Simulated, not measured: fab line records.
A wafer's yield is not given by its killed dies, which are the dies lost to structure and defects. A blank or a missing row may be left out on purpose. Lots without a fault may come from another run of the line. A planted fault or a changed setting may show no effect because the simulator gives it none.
Chamber matching || flow n5Finfet || N5_BEOL_M3_STRIP_36 on rieDiel-05: 4 sister chambers
The step strips in N2/H2. 4 wafers are shown with their chamber, then 10 later ones without.

== WAFERS WITH THEIR CHAMBER ==
{"wafer": "L091.4", "chamber": 2, "drypumpMotorCurrentA (A)": 6.2}
{"wafer": "L091.6", "chamber": 0, "drypumpMotorCurrentA (A)": 4.7}
{"wafer": "L092.1", "chamber": 1, "drypumpMotorCurrentA (A)": 6.0}
{"wafer": "L092.4", "chamber": 3, "drypumpMotorCurrentA (A)": 6.8}

== WAFERS WITH NO CHAMBER GIVEN ==
{"wafer": "L092.6", "drypumpMotorCurrentA (A)": 4.7}
{"wafer": "L093.1", "drypumpMotorCurrentA (A)": 6.2}
{"wafer": "L093.4", "drypumpMotorCurrentA (A)": 4.8}
{"wafer": "L093.5", "drypumpMotorCurrentA (A)": 6.0}
{"wafer": "L094.2", "drypumpMotorCurrentA (A)": 6.8}
{"wafer": "L094.3", "drypumpMotorCurrentA (A)": 6.0}
{"wafer": "L094.4", "drypumpMotorCurrentA (A)": 6.2}
{"wafer": "L096.2", "drypumpMotorCurrentA (A)": 4.7}
{"wafer": "L096.3", "drypumpMotorCurrentA (A)": 6.2}
{"wafer": "L096.6", "drypumpMotorCurrentA (A)": 6.8}

== WHICH CHAMBER EACH WENT THROUGH ==
{"wafer": "L092.6", "from the rows above": 0, "in truth": 0}
{"wafer": "L093.1", "from the rows above": 2, "in truth": 2}
{"wafer": "L093.4", "from the rows above": 0, "in truth": 0}
{"wafer": "L093.5", "from the rows above": 1, "in truth": 1}
{"wafer": "L094.2", "from the rows above": 3, "in truth": 3}
{"wafer": "L094.3", "from the rows above": 1, "in truth": 1}
{"wafer": "L094.4", "from the rows above": 2, "in truth": 2}
{"wafer": "L096.2", "from the rows above": 0, "in truth": 0}
{"wafer": "L096.3", "from the rows above": 2, "in truth": 2}
{"wafer": "L096.6", "from the rows above": 3, "in truth": 3}
Correctly placed: 10 of 10. Left unplaced by these rows: 0. Placed wrongly: 0.
How it was worked out, from the rows above alone: a wafer's distance from a chamber is the root of the sum, over the readings, of the square of ((its reading less the chamber's mean) divided by the reading's scatter). The wafer belongs to the nearest chamber; if the next one is less than 2 further off, it can't be placed. The mean given for a chamber averages the wafers shown for that chamber. The scatter (one wafer shown for each chamber): square how far every hidden wafer sits from the nearest shown wafer, average those squares and take the square root.
